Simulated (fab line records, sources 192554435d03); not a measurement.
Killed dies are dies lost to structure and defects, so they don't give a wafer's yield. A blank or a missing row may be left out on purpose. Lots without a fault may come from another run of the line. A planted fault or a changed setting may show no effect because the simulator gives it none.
fab line records | flow n5_finfet
record lots=7 wafers=21
route steps=1938 shown BEOL_M10@1487 BEOL_M11@1575 BEOL_M12@1605 BEOL_M13@1705
start_h: hours from the record's first day to the start of the lot's first wafer shown | wait_h: hours since the lot's step before | " the same as in the row above | L1.1+2: a row that stands for several wafers | - no value, or no start given | * or withheld: withheld | < > ~ a bound
route shown NAME@n: a module of which the file shows steps, and the number in the route of the first | usual: mean/standard deviation of fault-free wafers | same: alike in all rows | chamber/n: place in a boat | sites: the reading at each site | _std_site: their standard deviation | _edge_site: outer sites' mean less inner sites' | radius_mm: how far each site lies from the wafer's centre | mask NAME#n: copy n | behind: the tool/chamber that last shaped the wafer | hold: why the lot was held/for how many hours/how that ended | device: the transistor (n, p or np) that didn't switch | end of line: the same wafers' tests at the end of the route | a step without rows: its recipe alone | killed: dies lost to structure and defects at the first sort, not the wafer's yield | map: a wafer's dies, x killed, . not, _ none there
set.NAME: the setting as run; set.NAME@STEP: as run at that earlier step | model.NAME: the simulator's own value behind a step, which no gauge read
lots whose settings were changed on purpose; a table a step, a row a wafer
## steps
# step N5_BEOL_M10_ETCH_61
# recipe chemistry=CF4 target=SiARC target_depth_a=390 mask_material=CAR-ArF time_s=65 ion_energy_ev=80 pressure_mtorr=40 source_w=545 bias_w=36 Ar_flow_sccm=100 cf4_flow_sccm=100 ends=cleared
# columns lot.wafer tool chamber start_h wait_h set.cf4_flow_sccm set.dose_mj@BEOL_M10_EXPOSE_08 model.BEOL_M10.cd_offset_nm
L078.3 rie_diel-03 2 233.06 0.0 100 53.75 0
L078.5 " 1 " " 100 49.88 -3.8
L078.6 " 2 " " 100 53.75 0.2
L083.2 rie_diel-01 3 277.33 0.0 100 53.75 0
L083.5 " 2 " " 100 53.75 -0.8
L083.6 " 3 " " 100 53.75 -0.4
L081.1 rie_diel-04 3 277.39 0.0 100 53.75 0.4
L081.2 " 2 " " 100 57.3 4.2
L081.4 " 0 " " 87.23 57.3 4.4
L082.1 rie_diel-04 3 281.10 0.0 100 55.13 1.8
L082.3 " 1 " " 100 55.13 1.2
L082.6 " 3 " " 100 53.75 0.4
L084.1 rie_diel-01 0 281.15 0.0 100 51.52 -2.8
L084.3 " 1 " " 79.22 51.52 -3.2
L084.5 " 3 " " 100 53.75 -0.4
L096.2 rie_diel-04 3 354.07 0.0 100 53.75 -0.2
L096.3 " 1 " " 100 53.75 -0.6
L096.6 " 3 " " 100 53.75 0
L097.2 rie_diel-04 3 356.59 0.0 100 53.75 0
L097.3+4 " 0 " " 100 55.14 0.8
# step N5_BEOL_M10_ETCH_62
# recipe chemistry=N2/H2 target=SOC target_depth_a=1100 overetch_a=220 mask_material=SiARC temp_c=40 time_s=165 ion_energy_ev=200 pressure_mtorr=30 source_w=840 bias_w=150 n2_flow_sccm=200 h2_flow_sccm=200
# step N5_BEOL_M10_STRIP_68
# recipe chemistry=N2/H2 temp_c=40 n2_flow_sccm=200 h2_flow_sccm=200 rf_frequency_hz=6e+07
# step N5_BEOL_M10_HM_OPEN_17
# recipe chemistry=Cl2/BCl3 target_depth_a=200 overetch_a=60 target=TiN mask_material=SOC ion_energy_ev=150 pressure_mtorr=10 icp_w=1000 bias_w=126 Cl2_flow_sccm=53.25 bcl3_flow_sccm=21.75 Ar_flow_sccm=25
# step N5_BEOL_M10_STRIP_19
# recipe chemistry=O2 power_w=400 temp_c=40 pressure_mtorr=30 rf_frequency_hz=6e+07 bias_power_w=0 overash_fraction=0.2 o2_flow_sccm=225
# step N5_BEOL_M10_CD_MEAS_18
# recipe pitch_nm=140 target_cd_nm=70
# usual cd_nm=69.8/0.47
# columns lot.wafer tool chamber start_h wait_h set.dose_mj@BEOL_M10_EXPOSE_08 cd_nm
L078.3 cd_sem-01 - 233.48 0.1 53.75 69.7
L078.5 " - " " 49.88 66.1
L078.6 " - " " 53.75 70.6
L081.1 cd_sem-02 - 277.93 0.0 53.75 70.6
L081.2 " - " " 57.3 74.1
L081.4 " - " " 57.3 74.3
L083.2 cd_sem-02 - 277.97 0.1 53.75 70.3
L083.5 " - " " 53.75 68.9
L083.6 " - " " 53.75 69.6
L082.1 cd_sem-01 - 281.70 0.0 55.13 71.4
L082.3 " - " " 55.13 70.8
L082.6 " - " " 53.75 70.2
L084.1 cd_sem-03 - 281.74 0.0 51.52 67.1
L084.3 " - " " 51.52 66.6
L084.5 " - " " 53.75 69.5
L096.2 cd_sem-03 - 354.57 0.1 53.75 69.8
L096.3 " - " " 53.75 68.9
L096.6 " - " " 53.75 69.6
L097.2 cd_sem-01 - 357.31 0.1 53.75 70.2
L097.3 " - " " 55.14 70.5
L097.4 " - " " 55.14 70.5
# step N5_BEOL_M10_COAT_63
# recipe resist=SOC temp_c=250 time_s=60 spin_rpm=1500 resist_thk_nm=100
# step N5_BEOL_M10_COAT_64
# recipe resist=SiARC temp_c=220 time_s=60 spin_rpm=1500 resist_thk_nm=30
# step N5_BEOL_M10_PRECLEAN_42
# recipe chemistry=residue_remover time_s=60 temp_c=40
# step N5_BEOL_M10_SRD_43
# recipe time_s=30 temp_c=23 rinse_liquid=diw dry=ipa_marangoni
# step N5_BEOL_M10_CD_MEAS_35
# recipe target_cd_nm=70 polarity=opening
# usual cd_nm=69.8/0.45
# columns lot.wafer tool chamber start_h wait_h set.dose_mj@BEOL_M10_EXPOSE_08 cd_nm
L078.3 cd_sem-01 - 236.03 0.0 53.75 69.5
L078.5 " - " " 49.88 66.3
L078.6 " - " " 53.75 70.5
L081.1 cd_sem-03 - 280.35 0.0 53.75 70.4
L081.2 " - " " 57.3 74.3
L081.4 " - " " 57.3 74.6
L083.2 cd_sem-01 - 280.55 0.0 53.75 70.3
L083.5 " - " " 53.75 69.1
L083.6 " - " " 53.75 69.7
L082.1 cd_sem-01 - 282.73 0.0 55.13 71.8
L082.3 " - " " 55.13 70.6
L082.6 " - " " 53.75 69.9
L084.1 cd_sem-02 - 282.96 0.0 51.52 66.9
L084.3 " - " " 51.52 66.5
L084.5 " - " " 53.75 69.4
L096.2 cd_sem-01 - 356.08 0.0 53.75 69.8
L096.3 " - " " 53.75 69.4
L096.6 " - " " 53.75 70.0
L097.2 cd_sem-01 - 361.23 0.0 53.75 69.9
L097.3 " - " " 55.14 71.2
L097.4 " - " " 55.14 70.4
# step N5_BEOL_M11_VIA_ETCH_34
# recipe chemistry=C4F6/O2 target=SiCOH_lowk target_depth_a=1845 mask_material=SOC taper_deg=4 time_s=69.2 ion_energy_ev=250 pressure_mtorr=30 source_w=345 bias_w=185 Ar_flow_sccm=300 C4F6_flow_sccm=10 O2_flow_sccm=10
# columns lot.wafer tool chamber start_h wait_h set.time_s model.etch.depth_nm model.SOC_of_BEOL_M11_COAT_63.thk_nm
L078.3 rie_diel-02 1 242.24 0.0 69.2 183.4 91.6
L078.5 " 3 " " 69.2 189.6 91.6
L078.6 " 2 " " 69.2 183.1 91.6
L081.1 rie_diel-02 1 288.42 0.0 69.2 180.6 91.8
L081.2 " 3 " " 69.2 187 91.6
L081.4 " 0 " " 82.33 220.9 90.2
L083.2 rie_diel-06 0 288.66 0.0 69.2 183.4 92.2
L083.5 " 1 " " 69.2 179.6 92
L083.6 " 2 " " 69.2 180 92.4
L082.1 rie_diel-02 1 288.89 0.0 60.23 156.7 92.8
L082.3 " 2 " " 69.2 181.3 91.4
L082.6 " 0 " " 69.2 185.4 92
L084.1 rie_diel-05 1 293.68 0.0 69.2 182.5 92.4
L084.3 " 0 " " 69.2 186.7 91.8
L084.5 " 2 " " 69.2 185.6 92
L096.2 rie_diel-02 3 365.13 0.0 69.2 185.8 91.6
L096.3 " 0 " " 79.38 213.7 90.6
L096.6 " 1 " " 69.2 182.5 92
L097.2 rie_diel-05 1 369.00 0.0 62 161.4 92.6
L097.3 " 3 " " 69.2 186.4 91.4
L097.4 " 3 " " 69.2 185.4 91.4
# step N5_BEOL_M11_TRENCH_ETCH_37
# recipe chemistry=C4F6/O2 target_depth_a=1488.3 target=SiCOH_lowk time_s=48 ion_energy_ev=250 pressure_mtorr=30 source_w=345 bias_w=185 Ar_flow_sccm=300 C4F6_flow_sccm=10 O2_flow_sccm=10
# columns lot.wafer tool chamber start_h wait_h set.time_s model.etch.depth_nm model.BEOL_M11.feature_depth_nm
L078.3 rie_diel-02 1 - - 48 146.1 146.2
L078.5 " 3 " " 48 151.9 151.8
L078.6 " 2 " " 42.91 131.3 131.4
L081.1 rie_diel-02 1 - - 48 146.1 146.2
L081.2 " 3 " " 48 151.1 151
L081.4 " 0 " " 48 150 150
L083.2 rie_diel-06 0 - - 48 147.3 147.2
L083.5 " 1 " " 48 145.2 145.2
L083.6 " 2 " " 48 147 147
L082.1 rie_diel-02 1 - - 48 146.3 146.4
L082.3 " 2 " " 48 146.9 147
L082.6 " 0 " " 48 151.3 151.2
L084.1 rie_diel-05 1 - - 53.75 162 162
L084.3 " 0 " " 53.75 166.5 166.4
L084.5 " 2 " " 53.75 165 165
L096.2 rie_diel-02 3 - - 56.52 176.9 176.8
L096.3 " 0 " " 56.52 176 176
L096.6 " 1 " " 48 146.7 146.6
L097.2 rie_diel-05 1 - - 48 146.4 146.4
L097.3 " 3 " " 48 149.8 149.8
L097.4 " 3 " " 48 150.5 150.6
# step N5_BEOL_M11_ETCH_41
# recipe chemistry=CH3F/O2 target=SiCN target_depth_a=426 taper_deg=2 time_s=86 ion_energy_ev=120 mask_material=TiN pressure_mtorr=30 source_w=395 bias_w=75 Ar_flow_sccm=150 CH3F_flow_sccm=30 O2_flow_sccm=20
# step N5_BEOL_M11_STRIP_77
# recipe chemistry=N2/H2 time_s=10 power_w=450 temp_c=40 pressure_mtorr=20 rf_frequency_hz=6e+07 bias_power_w=7 n2_flow_sccm=200 h2_flow_sccm=200
# step N5_BEOL_M11_OCD_MEAS_38
# usual trench_depth_nm=148.3/2.2
# columns lot.wafer tool chamber start_h wait_h set.time_s@BEOL_M11_TRENCH_ETCH_37 trench_depth_nm
L078.3 ocd-01 - 242.53 - 48 146.4
L078.5 " - " " 48 152.2
L078.6 " - " " 42.91 131.5
L081.1 ocd-02 - 288.71 - 48 145.9
L081.2 " - " " 48 151.0
L081.4 " - " " 48 150.1
L083.2 ocd-02 - 288.95 - 48 147.7
L083.5 " - " " 48 145.4
L083.6 " - " " 48 147.0
L082.1 ocd-01 - 289.17 - 48 146.5
L082.3 " - " " 48 146.9
L082.6 " - " " 48 151.5
L084.1 ocd-01 - 293.97 - 53.75 162.0
L084.3 " - " " 53.75 166.7
L084.5 " - " " 53.75 164.8
L096.2 ocd-02 - 365.42 - 56.52 176.6
L096.3 " - " " 56.52 175.2
L096.6 " - " " 48 146.5
L097.2 ocd-01 - 369.28 - 48 146.3
L097.3 " - " " 48 149.4
L097.4 " - " " 48 150.7
# step N5_BEOL_M11_HM_STRIP_39
# recipe chemistry=peroxide_tin_strip material=TiN target_depth_a=250 temp_c=50 time_s=158
# step N5_BEOL_M11_SRD_40
# recipe time_s=30 temp_c=23 rinse_liquid=diw dry=ipa_marangoni
# step N5_BEOL_M11_ECD_50
# recipe material=Cu target_thk_a=3180
# step N5_BEOL_M11_ANNEAL_51
# recipe temp_c=225 time_s=90 ambient=N2
# step N5_BEOL_M11_CMP_52
# recipe stop_on=SiCOH_lowk t_overpolish_s=7 down_force_psi=1 platen_rpm=50 clearing_platen_down_force_psi=1.5 clearing_platen_rpm=50 post_cmp_clean=cu_alkaline target_thk_nm=140 clearing_platen_pad_velocity_m_s=0.99484 pad_velocity_m_s=0.99484
# columns lot.wafer tool chamber start_h wait_h set.time_s@BEOL_M11_TRENCH_ETCH_37 model.Cu_of_BEOL_M11_ECD_50.thk_nm
L078.3 cmp-01 0 248.13 0.2 48 137.8
L078.6 " 2 " " 42.91 123.8
L078.5 " 3 " " 48 143.8
L081.2 cmp-04 0 291.03 0.2 48 142.4
L081.4 " 1 " " 48 142.6
L081.1 " 2 " " 48 137.8
L083.2+6 cmp-03 2,0 291.60 0.3 48 136.2
L083.5 " 1 " " 48 134.6
L082.1+3 cmp-03 2,0 291.76 0.4 48 138.4
L082.6 " 2 " " 48 142.4
L084.1 cmp-04 1 299.24 0.3 53.75 152
L084.3 " 3 " " 53.75 156.4
L084.5 " 1 " " 53.75 156
L096.2 cmp-01 3 367.33 0.2 56.52 167.8
L096.3 " 2 " " 56.52 168
L096.6 " 0 " " 48 139.4
L097.3 cmp-04 3 371.90 0.2 48 139.2
L097.2 " 0 " " 48 136.6
L097.4 " 2 " " 48 140.2
# step N5_BEOL_M11_THK_MEAS_53
# recipe thk_meas_gauge=xrf reads=Cu_of_BEOL_M11_ECD_50
# usual M11_THK=142.6/3
# columns lot.wafer tool chamber start_h wait_h set.time_s@BEOL_M11_TRENCH_ETCH_37 M11_THK[nm]
L078.3 film_metro-01 - 248.35 - 48 140.6
L078.5 " - " " 48 146.4
L078.6 " - " " 42.91 125.8
L081.1 film_metro-02 - 291.32 - 48 143.3
L081.2 " - " " 48 147.8
L081.4 " - " " 48 148.0
L083.2 film_metro-02 - 291.82 - 48 140.4
L083.5 " - " " 48 138.3
L083.6 " - " " 48 139.9
L082.1 film_metro-02 - 292.05 - 48 140.6
L082.3 " - " " 48 141.2
L082.6 " - " " 48 145.1
L084.1 film_metro-01 - 299.53 - 53.75 154.5
L084.3 " - " " 53.75 159.8
L084.5 " - " " 53.75 158.5
L096.2 film_metro-02 - 367.62 - 56.52 173.6
L096.3 " - " " 56.52 173.5
L096.6 " - " " 48 144.0
L097.2 film_metro-01 - 372.19 - 48 139.0
L097.3 " - " " 48 141.7
L097.4 " - " " 48 142.9
# step N5_BEOL_M11_PRE_CLEAN_55
# recipe gas=NH3 time_s=15 temp_c=withheld rf_power_w=300
# step N5_BEOL_M11_DEP_56
# recipe material=SiCN target_thk_a=300 temp_c=withheld precursor=3MS/NH3 pressure_torr=3 rf_w=675 time_s=10.5
# step N5_BEOL_M11_RS_MEAS_57
# recipe thk_meas_gauge=four-point-probe reads=Cu_of_BEOL_M11_ECD_50+Co_of_BEOL_M11_CVD_75+TaN_of_BEOL_M11_ALD_74
# usual M11_RS=0.152/0.0031
# columns lot.wafer tool chamber start_h wait_h set.time_s@BEOL_M11_TRENCH_ETCH_37 M11_RS[ohm/sq]
L078.3 film_metro-01 - 248.48 0.0 48 0.154
L078.5 " - " " 48 0.147
L078.6 " - " " 42.91 0.173
L081.1 film_metro-01 - 291.45 0.0 48 0.154
L081.2 " - " " 48 0.148
L081.4 " - " " 48 0.147
L083.2 film_metro-01 - 291.95 0.0 48 0.155
L083.5 " - " " 48 0.158
L083.6 " - " " 48 0.155
L082.1 film_metro-02 - 292.17 0.0 48 0.153
L082.3 " - " " 48 0.152
L082.6 " - " " 48 0.148
L084.1 film_metro-01 - 299.66 0.0 53.75 0.138
L084.3 " - " " 53.75 0.133
L084.5 " - " " 53.75 0.134
L096.2 film_metro-02 - 367.75 0.0 56.52 0.124
L096.3 " - " " 56.52 0.123
L096.6 " - " " 48 0.152
L097.2 film_metro-01 - 372.32 0.0 48 0.155
L097.3 " - " " 48 0.152
L097.4 " - " " 48 0.150
# step N5_BEOL_M12_COAT_04
# recipe spin_rpm=1625 resist_thk_nm=400
# columns lot.wafer tool chamber start_h wait_h set.spin_rpm model.coat_of_BEOL_M12_COAT_04.thk_nm
L078.3 litho_track-04 0 - - 1788 380.6
L078.5 " 0 " " 1625 399.2
L078.6 " 0 " " 1625 400
L081.1 litho_track-03 0 - - 1625 401.6
L081.2 " 0 " " 1490 417
L081.4 " 0 " " 1490 420
L083.2+6 litho_track-02 0 - - 1625 400
L083.5 " 0 " " 1625 400.6
L082.1 litho_track-03 0 - - 1625 399.6
L082.3 " 0 " " 1625 400.4
L082.6 " 0 " " 1625 401.2
L084.1 litho_track-03 0 - - 1520 415
L084.3 " 0 " " 1625 400.4
L084.5 " 0 " " 1625 402.4
L096.2 litho_track-02 0 - - 1706 391.6
L096.3 " 0 " " 1625 400.8
L096.6 " 0 " " 1706 390.8
L097.2 litho_track-04 0 - - 1625 401.6
L097.3 " 0 " " 1625 400.6
L097.4 " 0 " " 1625 399.8
# step N5_BEOL_M12_DESCUM_15
# recipe chemistry=O2 time_s=7.9 source_power_w=50 bias_power_w=20 pressure_mtorr=20 rf_frequency_hz=2.712e+07 temp_c=40 o2_flow_sccm=225
# columns lot.wafer tool chamber start_h wait_h set.time_s
L078.3+5+6 rie_diel-01 2,2,1 249.19 0.0 7.9
L081.1+4 rie_diel-03 3,0 292.36 0.0 7.9
L081.2 " 1 " " 9.637
L083.2+5+6 rie_diel-01 0,2,1 292.66 0.0 7.9
L082.1+6 rie_diel-01 1,3 292.92 0.1 8.83
L082.3 " 2 " " 7.9
L084.1+5 rie_diel-03 1,0 300.24 0.0 7.9
L084.3 " 0 " " 6.27
L096.2 rie_diel-01 0 368.91 0.5 9.03
L096.3+6 " 2,0 " " 7.9
L097.2+4 rie_diel-03 0,3 372.95 0.0 7.9
L097.3 " 1 " " 9.315
# step N5_BEOL_M12_ETCH_59
# recipe chemistry=N2/H2 target=BARC target_depth_a=890 overetch_a=267 time_s=67.9 ion_energy_ev=200 pressure_mtorr=30 source_w=840 bias_w=150 n2_flow_sccm=200 h2_flow_sccm=200
# step N5_BEOL_M12_VIA_ETCH_16
# recipe chemistry=C4F8/O2/Ar target=SiOC pressure_mtorr=30 source_w=3000 bias_w=700 Ar_flow_sccm=400 C4F8_flow_sccm=15 O2_flow_sccm=8 he_inner_torr=15 he_outer_torr=30 target_depth_a=7248 time_s=withheld ion_energy_ev=250 ends=cleared
# columns lot.wafer tool chamber start_h wait_h set.spin_rpm@BEOL_M12_COAT_04 model.coat_of_BEOL_M12_COAT_04.thk_nm
L078.3 rie_diel-01 2 249.27 0.0 1788 108.6
L078.5 " 2 " " 1625 122.6
L078.6 " 1 " " 1625 120.4
L081.1 rie_diel-03 3 292.45 0.0 1625 127.8
L081.2 " 1 " " 1490 141.6
L081.4 " 0 " " 1490 144.2
L083.2 rie_diel-01 0 292.74 0.0 1625 126
L083.5 " 2 " " 1625 122.8
L083.6 " 1 " " 1625 121.4
L082.1 rie_diel-01 1 293.01 0.0 1625 125.2
L082.3 " 2 " " 1625 128.6
L082.6 " 3 " " 1625 120.4
L084.1 rie_diel-03 1 300.33 0.0 1520 139.6
L084.3 " 0 " " 1625 125.6
L084.5 " 0 " " 1625 123.6
L096.2 rie_diel-01 0 369.00 0.0 1706 114
L096.3 " 2 " " 1625 120.4
L096.6 " 0 " " 1706 112
L097.2 rie_diel-03 0 373.04 0.0 1625 121.2
L097.3 " 1 " " 1625 116.6
L097.4 " 3 " " 1625 117.8
# step N5_BEOL_M12_STRIP_63
# recipe chemistry=N2/H2 power_w=1000 temp_c=250 h2_frac=0.65 overash_fraction=0.3 pressure_mtorr=1000 n2_flow_sccm=1750 h2_flow_sccm=3250
# usual strip_time_to_endpoint_s=42.5/0.73
# columns lot.wafer tool chamber start_h wait_h set.spin_rpm@BEOL_M12_COAT_04 strip_time_to_endpoint_s
L078.3 plasma_asher-02 0 249.49 - 1788 38.6
L078.5 " 0 " " 1625 42.4
L078.6 " 1 " " 1625 41.8
L081.1 plasma_asher-02 1 292.65 - 1625 43.8
L081.2 " 0 " " 1490 47.5
L081.4 " 0 " " 1490 48.1
L083.2 plasma_asher-01 0 292.94 - 1625 43.3
L083.5 " 0 " " 1625 42.4
L083.6 " 1 " " 1625 42.1
L082.1 plasma_asher-01 0 293.21 - 1625 43.1
L082.3 " 1 " " 1625 44.0
L082.6 " 1 " " 1625 41.8
L084.1 plasma_asher-01 1 300.53 - 1520 46.9
L084.3 " 1 " " 1625 43.2
L084.5 " 1 " " 1625 42.7
L096.2 plasma_asher-01 1 369.20 - 1706 40.1
L096.3 " 1 " " 1625 41.8
L096.6 " 0 " " 1706 39.5
L097.2 plasma_asher-01 1 373.24 - 1625 42.0
L097.3 " 0 " " 1625 40.8
L097.4 " 1 " " 1625 41.1
# step N5_BEOL_M12_SPUTTER_44
# recipe material=Ta target_thk_a=100 temp_c=50 bias_v=80 power_w=15000 chamber_pressure_pa=0.07 time_s=16.13
# columns lot.wafer tool chamber start_h wait_h set.time_s model.Ta_of_BEOL_M12_SPUTTER_44.thk_nm
L078.3 pvd_sputter-03 - 252.98 0.0 16.13 10.2
L078.5 " - " " 17.51 11
L078.6 " - " " 16.13 10
L081.1+2+4 pvd_sputter-01 - 296.82 0.0 16.13 9.8
L082.1 pvd_sputter-03 - 299.13 0.0 14.27 8.4
L082.3 " - " " 14.27 8.6
L082.6 " - " " 16.13 9.6
L083.2+5+6 pvd_sputter-02 - 299.31 0.0 16.13 10
L084.1 pvd_sputter-01 - 302.59 0.0 18.26 11.2
L084.3 " - " " 18.26 11.4
L084.5 " - " " 16.13 10
L096.2 pvd_sputter-01 - 371.80 0.0 14.48 9
L096.3+6 " - " " 16.13 10
L097.2 pvd_sputter-03 - 378.40 0.0 16.13 10
L097.3 " - " " 16.13 10.4
L097.4 " - " " 14.95 9.6
# step N5_BEOL_M13_SPUTTER_43
# recipe material=TaN target_thk_a=150 temp_c=50 bias_v=168.6 power_w=15000 chamber_pressure_pa=0.12 time_s=24.19
# columns lot.wafer tool chamber start_h wait_h set.time_s model.TaN_of_BEOL_M13_SPUTTER_43.thk_nm
L078.3+5 pvd_sputter-01 - 259.16 0.0 24.19 15.2
L078.6 " - " " 22.18 14
L081.1+2+4 pvd_sputter-03 - 302.29 0.0 24.19 15
L082.1 pvd_sputter-02 - 303.07 0.0 24.19 15.4
L082.3 " - " " 24.19 15.2
L082.6 " - " " 22.47 14.2
L083.2 pvd_sputter-02 - 303.39 0.0 24.19 15
L083.5+6 " - " " 24.19 14.8
L084.1+3 pvd_sputter-01 - 306.48 0.0 24.19 15
L084.5 " - " " 21.72 13.6
L096.2 pvd_sputter-01 - 382.01 0.0 24.19 14.8
L096.3+6 " - " " 24.19 14.6
L097.2 pvd_sputter-03 - 383.73 0.0 23.12 14.2
L097.3 " - " " 23.12 14.4
L097.4 " - " " 24.19 15
## key
split step=N5_BEOL_M10_ETCH_61 setting=cf4_flow_sccm stated=100 by=wafer
response none clear
split step=N5_BEOL_M11_VIA_ETCH_34 setting=time_s stated=69.2 by=wafer
response step=N5_BEOL_M11_VIA_ETCH_34 reading=model.etch.depth_nm change=+2.04 per=1% r=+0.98
response step=N5_BEOL_M11_VIA_ETCH_34 reading=model.SOC_of_BEOL_M11_COAT_63.thk_nm change=-0.0854 per=1% r=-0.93
split step=N5_BEOL_M11_TRENCH_ETCH_37 setting=time_s stated=48 by=wafer
response step=N5_BEOL_M11_TRENCH_ETCH_37 reading=model.etch.depth_nm change=+1.67 per=1% r=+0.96
response step=N5_BEOL_M11_TRENCH_ETCH_37 reading=model.BEOL_M11.feature_depth_nm change=+1.67 per=1% r=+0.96
response step=N5_BEOL_M11_OCD_MEAS_38 reading=trench_depth_nm change=+1.66 per=1% r=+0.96
response step=N5_BEOL_M11_CMP_52 reading=model.Cu_of_BEOL_M11_ECD_50.thk_nm change=+1.6 per=1% r=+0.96
response step=N5_BEOL_M11_THK_MEAS_53 reading=M11_THK change=+1.67 per=1% r=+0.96
response step=N5_BEOL_M11_RS_MEAS_57 reading=M11_RS change=-0.00173 per=1% r=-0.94
split step=N5_BEOL_M12_COAT_04 setting=spin_rpm stated=1625 by=wafer
response step=N5_BEOL_M12_COAT_04 reading=model.coat_of_BEOL_M12_COAT_04.thk_nm change=-1.98 per=1% r=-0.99
response step=N5_BEOL_M12_VIA_ETCH_16 reading=model.coat_of_BEOL_M12_COAT_04.thk_nm change=-1.65 per=1% r=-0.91
response step=N5_BEOL_M12_STRIP_63 reading=strip_time_to_endpoint_s change=* per=1% r=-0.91
split step=N5_BEOL_M12_DESCUM_15 setting=time_s stated=7.9 by=wafer
response none clear
split step=N5_BEOL_M12_SPUTTER_44 setting=time_s stated=16.13 by=wafer
response step=N5_BEOL_M12_SPUTTER_44 reading=model.Ta_of_BEOL_M12_SPUTTER_44.thk_nm change=+0.0968 per=1% r=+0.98
split step=N5_BEOL_M13_SPUTTER_43 setting=time_s stated=24.19 by=wafer
response step=N5_BEOL_M13_SPUTTER_43 reading=model.TaN_of_BEOL_M13_SPUTTER_43.thk_nm change=+0.145 per=1% r=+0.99
split outside_this_file step=N5_BEOL_M10_EXPOSE_08 setting=dose_mj
# split outside_this_file: this setting was split too, and the file shows its column; the key of that split is in another file
